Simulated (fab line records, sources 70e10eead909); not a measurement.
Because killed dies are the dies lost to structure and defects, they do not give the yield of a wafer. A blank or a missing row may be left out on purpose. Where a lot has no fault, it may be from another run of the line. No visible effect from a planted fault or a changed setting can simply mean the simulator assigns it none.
A lot that was struck, set against a sound lot | flow nandHarc | 13 steps out of a route of 1159
Sound: the wafers L597.3, L597.4, L597.5. Struck: wafer L592.5. (L592.3 of the same lot was not struck and is left out.) The cause comes at the end.
Order at every step that has rows: each side's tool, ch and its chambers, its first start. Under that, the readings that differ: sound wafers | struck wafers | difference of the means | sigmas: that difference in standard deviations of wafers without a fault.
alike: same words and numbers on both sides, and readings whose means sit less than 2 such deviations apart. not compared: any withheld reading, any reading some wafer has no value for, any bound like >300 that may hide the same value, and any number with overlapping values for which the record gives no deviation.
The two part at a step that has a row with sigmas, a row that says differs or no value, or rows on one side only. When numbers do not overlap yet have no deviation, they are printed without sigmas and do not part them. A reading missing from all wafers of one side parts the sides only when that side holds two or more wafers.

first, 4 steps without rows for these wafers: NHARC_A_WL_FILL_STRIP_28 (strips in post etch residue remover, time 1200 s); NHARC_A_WL_FILL_PRECLEAN_06 (cleans in DIW, time 300 s); NHARC_A_WL_FILL_SRD_07; NHARC_A_WL_FILL_ANNEAL_08 (time 1800 s).
NHARC_A_WL_FILL_ALD_10: deposits SiO2, target thk 50 nm, pulse time 10 s, ald cycles 500.
  sound on aldHk-02 ch 1,3, day 19 15:50; struck on aldHk-03 ch 3, day 19 01:31
  alike: heaterPowerW, precursorPulseHeightRel
NHARC_A_WL_FILL_ETCHBACK_16: etches the open film in C4F8/O2/Ar, target depth 88 nm, time 17.6 s.
  sound on rieDiel-10 ch 0,2; struck on rieDiel-13 ch 3
reading             | sound          | struck | difference | sigmas
oesProductAu (a.u.) | 0.98 1.00 1.00 | 0.91   | -0.08      | -3
runLengthS (s)      | 38.1 39.1 38.5 | 39.4   | +0.8       | +2
  alike: rfVppV
  not compared: rfHoursCounterH
NHARC_A_WL_FILL_STRIP_29: strips in O2, time 20 s.
  sound on rieDiel-10 ch 0,1, day 19 20:35; struck on rieDiel-13 ch 2, day 19 03:43
reading                  | sound          | struck | difference | sigmas
drypumpMotorCurrentA (A) | 5.97 5.95 5.87 | 5.17   | -0.76      | -3
  alike: oesProductAu, rfVppV, showerheadPlenumPTorr, throttleValvePct
  not compared: rfHoursCounterH
NHARC_A_WL_FILL_ETCHBACK_17: etches the open film in Cl2/BCl3, target depth 4 nm, time 26.7 s.
  sound on rieMetal-02 ch 0,1, day 19 20:43; struck on rieMetal-01 ch 1, day 19 03:50
reading        | sound          | struck | difference | sigmas
runLengthS (s) | 47.6 47.9 47.6 | 48.5   | +0.8       | +2
  alike: drypumpMotorCurrentA, oesProductAu
  not compared: rfHoursCounterH
then, 3 steps without rows for these wafers: NHARC_A_WL_FILL_PRECLEAN_18 (cleans in dHF, time 30 s); NHARC_A_WL_FILL_SRD_21; NHARC_A_WL_FILL_CVD_23 (deposits poly-Si, target thk 40 nm, time 800 s).
NHARC_A_WL_FILL_ETCHBACK_26: etches the open film in HBr, target depth 52 nm, time 13.3 s.
  sound on rieSi-05 ch 0,2,3, day 20 02:02; struck on rieSi-01 ch 2, day 19 09:12
reading        | sound          | struck | difference | sigmas
runLengthS (s) | 34.8 35.4 34.4 | 31.4   | -3.5       | -8
  alike: drypumpMotorCurrentA, oesProductAu, throttleValvePct
  not compared: rfHoursCounterH
then, 1 step without rows for these wafers: NHARC_A_WL_FILL_PRECLEAN_30 (cleans in dHF, time 10 s).

WHERE THEY PART
Earliest at NHARC_A_WL_FILL_ETCHBACK_16; latest, in this record, at NHARC_A_WL_FILL_ETCHBACK_26.

WHY: what had been put in by the simulator
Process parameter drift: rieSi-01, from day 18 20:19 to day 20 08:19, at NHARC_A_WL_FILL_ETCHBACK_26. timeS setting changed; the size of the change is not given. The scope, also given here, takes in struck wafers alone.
